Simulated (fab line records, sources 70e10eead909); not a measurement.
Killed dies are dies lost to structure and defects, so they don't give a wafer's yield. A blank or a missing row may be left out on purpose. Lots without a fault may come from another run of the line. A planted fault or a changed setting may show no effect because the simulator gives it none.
Problem report in the 8D (eight disciplines) form, filled by code | flow nand_harc | the parts of the form that need people (team, actions taken, sign-off) are left out

1. THE PROBLEM
run_length_s at NHARC_P_BONDPAD_ETCH_24 reads a mean of 75.7 s on 1 wafer of 1 lot; wafers without a fault read 94.6 s with a standard deviation of 0.39. That is -48 standard deviations from the usual mean.
The step: etches the open film in CF4/N2, target depth 30 nm, time 72.99 s.
First seen on wafer L467.1, day 8 01:19, on rie_diel-02. The record holds 28 wafers of 10 lots with a number at this step. Rule for "out", or "out of limits": more than 4 standard deviations from the usual mean. The other wafers with a number count as sound.

2. WHAT IT IS AND WHAT IT IS NOT
question                    | is                     | is not
which readings at this step | run_length_s           | drypump_motor_current_A, rf_vpp_V, showerhead_plenum_p_Torr, throttle_valve_pct
which lots                  | L467                   | L460, L461, L462, L465, L477, L480, L481, L482, L483
which wafers of those lots  | all that have a number | -
read on which tools         | rie_diel-02            | rie_diel-11, rie_diel-13
when                        | from day 8 01:19       | up to then (12 sound wafers); but 15 sound wafers of L477, L480, L481, L482, L483 came after

3. SUSPECTS, AND WHAT RULES EACH OUT
Counting: a tool at a process step up to the reading stays a suspect if it ran every lot that is out and no sound lot after the first of them.
- rie_diel-02 at NHARC_P_BONDPAD_ETCH_24 (etches the open film in CF4/N2, target depth 30 nm, time 72.99 s): ruled out as a lasting fault. Sound lots L481, L480, L483 ran on it after its first lot that is out, L467 (day 8 01:19).
Left after counting: nothing in the record.

4. THE CAUSE (what the simulator had put in)
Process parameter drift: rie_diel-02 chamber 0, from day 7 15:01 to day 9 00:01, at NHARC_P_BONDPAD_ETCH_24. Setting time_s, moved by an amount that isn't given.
Counting ruled it out, wrongly.

5. THE CHAIN OF EFFECTS, in route order
Each row: a reading whose mean over the struck wafers that have a number lies more than 3 standard deviations from the usual. Only readings for which the record gives a usual standard deviation are gone through. hours: the time from each lot's start at the first step in this table that gives one to its start at this step, as a median over the lots. sigmas: the change in usual standard deviations.
hours | step                    | reading      | usual  | on struck wafers | change | sigmas
0     | NHARC_P_BONDPAD_ETCH_24 | run_length_s | 94.6 s | 75.7             | -18.9  | -48
The process steps in it:
- NHARC_P_BONDPAD_ETCH_24: etches the open film in CF4/N2, target depth 30 nm, time 72.99 s.

6. WHAT WOULD HAVE CAUGHT IT SOONER
In this record the first reading out of limits was taken at day 8 01:19, 10 hours after the fault began at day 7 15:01.
